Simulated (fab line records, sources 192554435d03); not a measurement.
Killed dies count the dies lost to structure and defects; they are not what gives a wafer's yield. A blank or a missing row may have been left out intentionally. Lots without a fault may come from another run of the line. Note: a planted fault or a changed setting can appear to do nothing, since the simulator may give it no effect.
Chamber matching || flow n5Finfet || N5_BEOL_M9_CMP_52 on cmp-04 has 4 sister chambers
The step polishes, stops on SiCOH lowk, t overpolish 7 s, target thk 140 nm. 18 wafers are shown with their chamber, then 9 later ones without.

== WAFERS, EACH WITH ITS CHAMBER ==
{"wafer": "L076.3", "chamber": 0, "motorCurrentA (A)": 6.8, "timeToEndpointS (s)": 68, "barrierFieldEndpointS (s)": 29.3}
{"wafer": "L076.5", "chamber": 2, "motorCurrentA (A)": 6.0, "timeToEndpointS (s)": 67, "barrierFieldEndpointS (s)": 29.3}
{"wafer": "L076.6", "chamber": 1, "motorCurrentA (A)": 6.7, "timeToEndpointS (s)": 63, "barrierFieldEndpointS (s)": 29.8}
{"wafer": "L078.2", "chamber": 1, "motorCurrentA (A)": 6.6, "timeToEndpointS (s)": 62, "barrierFieldEndpointS (s)": 27.4}
{"wafer": "L078.5", "chamber": 1, "motorCurrentA (A)": 7.2, "timeToEndpointS (s)": 61, "barrierFieldEndpointS (s)": 28.5}
{"wafer": "L078.6", "chamber": 2, "motorCurrentA (A)": 5.8, "timeToEndpointS (s)": 64, "barrierFieldEndpointS (s)": 28.4}
{"wafer": "L083.1", "chamber": 3, "motorCurrentA (A)": 6.7, "timeToEndpointS (s)": 66, "barrierFieldEndpointS (s)": 27.7}
{"wafer": "L083.3", "chamber": 2, "motorCurrentA (A)": 6.1, "timeToEndpointS (s)": 69, "barrierFieldEndpointS (s)": 29.2}
{"wafer": "L083.4", "chamber": 0, "motorCurrentA (A)": 6.3, "timeToEndpointS (s)": 66, "barrierFieldEndpointS (s)": 28.8}
{"wafer": "L086.4", "chamber": 0, "motorCurrentA (A)": 6.6, "timeToEndpointS (s)": 64, "barrierFieldEndpointS (s)": 28.8}
{"wafer": "L086.5", "chamber": 2, "motorCurrentA (A)": 5.9, "timeToEndpointS (s)": 71, "barrierFieldEndpointS (s)": 29.7}
{"wafer": "L086.6", "chamber": 3, "motorCurrentA (A)": 6.7, "timeToEndpointS (s)": 62, "barrierFieldEndpointS (s)": 28.2}
{"wafer": "L087.2", "chamber": 1, "motorCurrentA (A)": 6.9, "timeToEndpointS (s)": 60, "barrierFieldEndpointS (s)": 27.5}
{"wafer": "L087.3", "chamber": 0, "motorCurrentA (A)": 5.9, "timeToEndpointS (s)": 64, "barrierFieldEndpointS (s)": 28.2}
{"wafer": "L087.5", "chamber": 3, "motorCurrentA (A)": 6.4, "timeToEndpointS (s)": 61, "barrierFieldEndpointS (s)": 28.1}
{"wafer": "L089.1", "chamber": 0, "motorCurrentA (A)": 6.1, "timeToEndpointS (s)": 62, "barrierFieldEndpointS (s)": 28.7}
{"wafer": "L089.2", "chamber": 1, "motorCurrentA (A)": 6.6, "timeToEndpointS (s)": 62, "barrierFieldEndpointS (s)": 27.7}
{"wafer": "L089.3", "chamber": 3, "motorCurrentA (A)": 6.1, "timeToEndpointS (s)": 64, "barrierFieldEndpointS (s)": 27.2}

SIGNATURES (averages over the wafers above)
{"reading": "motorCurrentA", "chamber 0": 6.340, "chamber 1": 6.800, "chamber 2": 5.950, "chamber 3": 6.475, "scatter within a chamber": 0.279}
{"reading": "timeToEndpointS", "chamber 0": 64.80, "chamber 1": 61.60, "chamber 2": 67.75, "chamber 3": 63.25, "scatter within a chamber": 2.2}
{"reading": "barrierFieldEndpointS", "chamber 0": 28.760, "chamber 1": 28.180, "chamber 2": 29.150, "chamber 3": 27.800, "scatter within a chamber": 0.663}
Rule: a wafer's distance from a chamber is the root of the sum, over the readings, of the square of ((its reading less the chamber's mean) divided by the reading's scatter). The wafer belongs to the nearest chamber; if the next one is less than 2 further off, it can't be placed. The scatter is the square root of a quotient: the sum, over the shown wafers, of each reading's squared deviation from its chamber's mean, divided by wafers minus chambers.

== WAFERS WITHOUT THEIR CHAMBER ==
{"wafer": "L090.1", "motorCurrentA (A)": 6.2, "timeToEndpointS (s)": 64, "barrierFieldEndpointS (s)": 28.3}
{"wafer": "L090.2", "motorCurrentA (A)": 7.0, "timeToEndpointS (s)": 60, "barrierFieldEndpointS (s)": 27.3}
{"wafer": "L090.3", "motorCurrentA (A)": 6.8, "timeToEndpointS (s)": 64, "barrierFieldEndpointS (s)": 27.7}
{"wafer": "L093.1", "motorCurrentA (A)": 6.8, "timeToEndpointS (s)": 62, "barrierFieldEndpointS (s)": 27.6}
{"wafer": "L093.2", "motorCurrentA (A)": 5.7, "timeToEndpointS (s)": 65, "barrierFieldEndpointS (s)": 28.1}
{"wafer": "L093.5", "motorCurrentA (A)": 6.1, "timeToEndpointS (s)": 66, "barrierFieldEndpointS (s)": 28.5}
{"wafer": "L096.2", "motorCurrentA (A)": 5.7, "timeToEndpointS (s)": 65, "barrierFieldEndpointS (s)": 28.4}
{"wafer": "L096.3", "motorCurrentA (A)": 6.6, "timeToEndpointS (s)": 64, "barrierFieldEndpointS (s)": 28.6}
{"wafer": "L096.6", "motorCurrentA (A)": 6.2, "timeToEndpointS (s)": 63, "barrierFieldEndpointS (s)": 28.1}

== CHAMBER TAKEN BY EACH ==
{"wafer": "L090.1", "from the rows above": "can't be placed: 0 or 3 or 2 or 1", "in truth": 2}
{"wafer": "L090.2", "from the rows above": "can't be placed: 1 or 3", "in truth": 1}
{"wafer": "L090.3", "from the rows above": "can't be placed: 3 or 1 or 0", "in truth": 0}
{"wafer": "L093.1", "from the rows above": "can't be placed: 1 or 3 or 0", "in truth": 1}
{"wafer": "L093.2", "from the rows above": "can't be placed: 2 or 0 or 3", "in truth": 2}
{"wafer": "L093.5", "from the rows above": "can't be placed: 0 or 2 or 3", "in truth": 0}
{"wafer": "L096.2", "from the rows above": "can't be placed: 2 or 0 or 3", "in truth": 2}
{"wafer": "L096.3", "from the rows above": "can't be placed: 0 or 3 or 1 or 2", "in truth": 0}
{"wafer": "L096.6", "from the rows above": "can't be placed: 3 or 0 or 1 or 2", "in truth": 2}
Placed correctly: 0 of 9. From these rows, 9 cannot be placed; in 9 the true chamber is one of the candidates. Placed wrongly: 0.
